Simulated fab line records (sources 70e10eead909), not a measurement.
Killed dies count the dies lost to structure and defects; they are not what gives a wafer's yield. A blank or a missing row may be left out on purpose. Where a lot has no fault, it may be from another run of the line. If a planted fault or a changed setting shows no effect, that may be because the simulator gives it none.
Matching of chambers | flow nand_harc | NHARC_P_GATE_DESCUM_93 on rie_diel-11: 4 sister chambers
The step chemistry O2, time 3 s. 16 wafers are shown with their chamber, then 8 later ones without.

## WAFERS WITH THEIR CHAMBER
wafer  | chamber | drypump_motor_current_A (A) | oes_product_au (a.u.) | rf_vpp_V (V)
L078.2 | 1       | 5.9                         | 1.008                 | 57.3
L078.3 | 3       | 5.4                         | 1.001                 | 58.5
L078.4 | 0       | 5.9                         | 1.008                 | 59.1
L079.1 | 0       | 5.9                         | 1.001                 | 57.2
L079.4 | 3       | 5.4                         | 0.989                 | 57.9
L079.5 | 3       | 5.4                         | 0.986                 | 57.0
L080.3 | 3       | 5.4                         | 0.987                 | 57.7
L080.4 | 0       | 5.9                         | 0.997                 | 58.2
L080.5 | 1       | 6.0                         | 0.988                 | 57.5
L083.1 | 1       | 6.0                         | 0.993                 | 57.1
L083.2 | 0       | 5.9                         | 0.996                 | 57.5
L083.6 | 2       | 5.9                         | 1.006                 | 57.7
L084.1 | 0       | 5.9                         | 1.020                 | 58.2
L084.3 | 2       | 5.8                         | 1.005                 | 57.9
L084.6 | 2       | 5.9                         | 1.004                 | 55.9
L085.1 | 0       | 5.9                         | 0.992                 | 57.7

SIGNATURES, as means of the wafers listed above
reading                 | chamber 0 | chamber 1 | chamber 2 | chamber 3 | scatter within a chamber
drypump_motor_current_A | 5.900     | 5.967     | 5.867     | 5.400     | 0.0333
oes_product_au          | 1.00233   | 0.99633   | 1.00500   | 0.99075   | 0.00859
rf_vpp_V                | 57.983    | 57.300    | 57.167    | 57.775    | 0.703
Rule: distance of a wafer from a chamber = root of the sum over the readings of ((wafer's reading minus chamber's mean) / reading's scatter) squared. The wafer belongs to the nearest chamber; if the next one is less than 2 further off, it can't be placed. The scatter: take each reading less its chamber's mean, square it, sum over the shown wafers, divide by the number of wafers less the number of chambers, and take the root.

## WAFERS WITH NO CHAMBER GIVEN
wafer  | drypump_motor_current_A (A) | oes_product_au (a.u.) | rf_vpp_V (V)
L085.2 | 6.0                         | 0.990                 | 57.0
L085.5 | 5.9                         | 0.987                 | 58.3
L094.1 | 5.9                         | 1.023                 | 57.7
L094.2 | 6.0                         | 0.999                 | 57.4
L094.4 | 5.4                         | 0.995                 | 57.6
L097.1 | 5.9                         | 1.015                 | 56.9
L097.4 | 5.9                         | 1.011                 | 57.3
L097.5 | 5.9                         | 1.014                 | 58.5

## WHICH CHAMBER EACH WENT THROUGH
wafer  | from the rows above          | in truth
L085.2 | 1                            | 1
L085.5 | can't be placed: 0 or 1 or 2 | 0
L094.1 | can't be placed: 0 or 2 or 1 | 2
L094.2 | 1                            | 1
L094.4 | 3                            | 3
L097.1 | can't be placed: 2 or 0 or 1 | 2
L097.4 | can't be placed: 2 or 0 or 1 | 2
L097.5 | can't be placed: 0 or 2 or 1 | 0
3 of 8 placed correctly. Can't be placed from these rows: 5 (the true chamber is among the candidates in 5). Number placed wrongly: 0.
